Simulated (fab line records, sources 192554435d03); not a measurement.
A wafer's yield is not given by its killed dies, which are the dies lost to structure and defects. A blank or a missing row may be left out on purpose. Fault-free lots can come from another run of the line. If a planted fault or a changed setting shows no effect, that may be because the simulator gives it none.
A lot that was struck, set against a sound lot -- flow n5Finfet -- 13 out of 1938 route steps
Sound: the wafers L344.1, L344.2, L344.5. Wafers struck: L353.4, L353.5, L353.6. At the end, the cause is stated.
Per side, at each step with rows, come the tool, then ch with its chambers, and then its first start. Under that, the readings that differ: sound wafers -- struck wafers -- difference of the means -- sigmas: that difference in standard deviations of wafers without a fault.
alike: readings with means less than 2 such deviations apart, plus words and numbers identical on both sides. not compared: withheld readings, readings lacking a value on some wafer, bounds such as >300 that could conceal the same value, and numbers that have no deviation in the record and whose values overlap.
A row with sigmas, a row that says differs or no value, or rows on one side alone: a step with any of these is where the two part. Non-overlapping numbers with no deviation appear without sigmas and do not part them. A reading missing from all wafers of one side parts the sides only when that side holds two or more wafers.

first, 9 steps without rows for these wafers: N5_BEOL_M2_EBR_24; N5_BEOL_M2_SOFTBAKE_23 (time 60 s); N5_BEOL_M2_EXPOSE_25 (exposes mask V1, defocus 5 nm); N5_BEOL_M2_PEB_26 (peb time 60 s); N5_BEOL_M2_DEVELOP_27 (develop time 30 s); N5_BEOL_M2_DESCUM_33 (chemistry O2, time 7 s); N5_BEOL_M2_ETCH_77 (etches underlayer in N2/H2, target depth 6.5 nm, time 5.2 s); N5_BEOL_M2_ETCH_69 (etches SiARC in CF4, target depth 15.6 nm, time 26 s); N5_BEOL_M2_ALD_98 (deposits SiO2, target thk 2.5 nm, pulse time 1 s, co reactant pulse time 1 s).
N5_BEOL_M2_ETCHBACK_99: etches SiO2 in CHF3, target depth 5 nm, time 10.4 s.
  sound on rieDiel-05 ch 1,3, day 8 00:40; struck on rieDiel-05 ch 0,2,3, day 10 16:14
  no value came back on the struck wafers for any of 7 readings (CHF3_flow_sccm (sccm), biasW (W) and others); on the sound wafers CHF3_flow_sccm (sccm) reads 11.98 11.98 11.98
reading,sound,struck,difference,sigmas
model.CAR-EUV_of_BEOL_M2_COAT_22.thkNm (nm),10.4 10.4 10.4,11.2 11.2 11.2,+0.8,
  not compared: rfHoursCounterH
then, 1 step without rows for these wafers: N5_BEOL_M2_ETCH_70 (etches SOC in N2/H2, target depth 80 nm, overetch 24 nm, time 130 s).
N5_BEOL_M4_RC_MEAS_101:
  the record has rows for the sound wafers here (prober-02 ch 0, day 9 05:48) and none for the struck ones
-- a jump in the record: the struck wafers' starts before and after are 6 days apart (it breaks off in module BEOL_M4 and resumes in module PASSIVATION, where the first step shown is number 1936 of the route) --
N5_PASSIVATION_PROBE_49:
  rows exist in the record for the struck wafers here (prober-01, day 16 10:44), but not for the sound ones

WHERE THEY PART
At N5_BEOL_M2_ETCHBACK_99 first; at N5_PASSIVATION_PROBE_49 last (within this record only).

WHY: the cause the simulator had injected
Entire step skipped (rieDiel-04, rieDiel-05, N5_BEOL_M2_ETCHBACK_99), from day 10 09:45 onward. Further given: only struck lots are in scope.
